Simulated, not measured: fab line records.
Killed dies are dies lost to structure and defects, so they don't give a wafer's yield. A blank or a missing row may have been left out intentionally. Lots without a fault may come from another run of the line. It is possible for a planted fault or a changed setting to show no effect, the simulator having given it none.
8D (eight disciplines) problem report, filled in by code | flow nand harc | the parts of the form that need people (team, actions taken, sign-off) are left out

## 1. THE ISSUE
Mean of thk nm at NHARC_A_ONON_D2_THK_MEAS_34: 170.3 nm across 2 wafers in 2 lots; on wafers with no fault it is 200.6 nm (standard deviation 2.8). That puts it -11 standard deviations away from the usual mean.
The step: measures by ellipsometry.
Earliest sighting: wafer L825.1 on film metro-02 at day 20 10:08. At this step, 36 wafers from 12 lots have a number in the record. Rule for "out", or "out of limits": more than 4 standard deviations from the usual mean. Any other wafer with a number is counted as sound.

## 2. WHAT THIS IS AND IS NOT
question                    | is                           | is not
which readings at this step | thk nm                       | -
which lots                  | L825, L827                   | L809, L810, L812, L813, L814, L817, L818, L819, L820, L829
which wafers of those lots  | L825.1, L827.2               | L825.3, L825.4, L827.1, L827.5
read on which gauges        | film metro-01, film metro-02 | -
when                        | from day 20 10:08            | up to then (29 sound wafers); but 5 sound wafers of L827, L829 came after

## 3. WHAT RULES OUT EACH SUSPECT
Counting: any tool at a process step up to the reading remains a suspect provided it ran every lot that is out. Sound lots after the first of them don't rule it out here, since some wafers of a struck lot are sound.
- the gauge at NHARC_A_ONON_D2_THK_MEAS_34 is ruled out. The wafers that are out were read on 2 gauges (film metro-01, film metro-02).
- pecvd-03 at NHARC_A_ONON_D2_DEP_33 (deposits SiO2, target thk 200 nm): kept. Every lot that is out went through it, the first being L825 (day 20 09:43); the last sound lot it ran before that was L814 (day 15 15:55). Out on those wafers are its own readings of mfc precursor sccm.
- Within pecvd-03 at NHARC_A_ONON_D2_DEP_33: the wafers that are out ran in chamber 0; their sound lot-mates ran in chambers 1, 2.
The count leaves pecvd-03 at NHARC_A_ONON_D2_DEP_33.

## 4. THE CAUSE (what the simulator had put in)
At NHARC_A_ONON_D2_DEP_33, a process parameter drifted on pecvd-03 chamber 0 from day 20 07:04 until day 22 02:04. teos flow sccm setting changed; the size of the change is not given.
Only this tool survived the counting.

## 5. THE EFFECT CHAIN, in route order
One row per reading whose mean, taken over the struck wafers that have a number, lies over 3 standard deviations from the usual. Readings are gone through only where the record gives a usual standard deviation; hours: the median, over the lots, of the time from a lot's start at the first step in this table giving one to that lot's start at this step; sigmas: the change measured in usual standard deviations.
hours | step                        | reading            | usual      | on struck wafers | change | sigmas
0     | NHARC_A_ONON_D2_DEP_33      | mfc precursor sccm | 161.4 sccm | 137.4            | -24.0  | -51
0     | NHARC_A_ONON_D2_THK_MEAS_34 | thk nm             | 200.6 nm   | 170.3            | -30.3  | -11
Process steps it contains:
- NHARC_A_ONON_D2_DEP_33: deposits SiO2, target thk 200 nm.

## 6. WHAT WOULD HAVE CAUGHT IT SOONER
Counted from the fault's start at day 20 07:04, it took 3 hours until the first out-of-limits reading at a measuring or inspecting step in this record, taken at day 20 10:08.
At NHARC_A_ONON_D2_DEP_33, the tool's own readings (mfc precursor sccm) were out on each struck wafer the step has a row for, so an alarm limit on them would have fired on the first such wafer.
Among the 2 lots that are out, L827 began NHARC_A_ONON_D2_DEP_33 on pecvd-03 after day 20 10:08. It would have been spared by a hold on the tool at that moment.
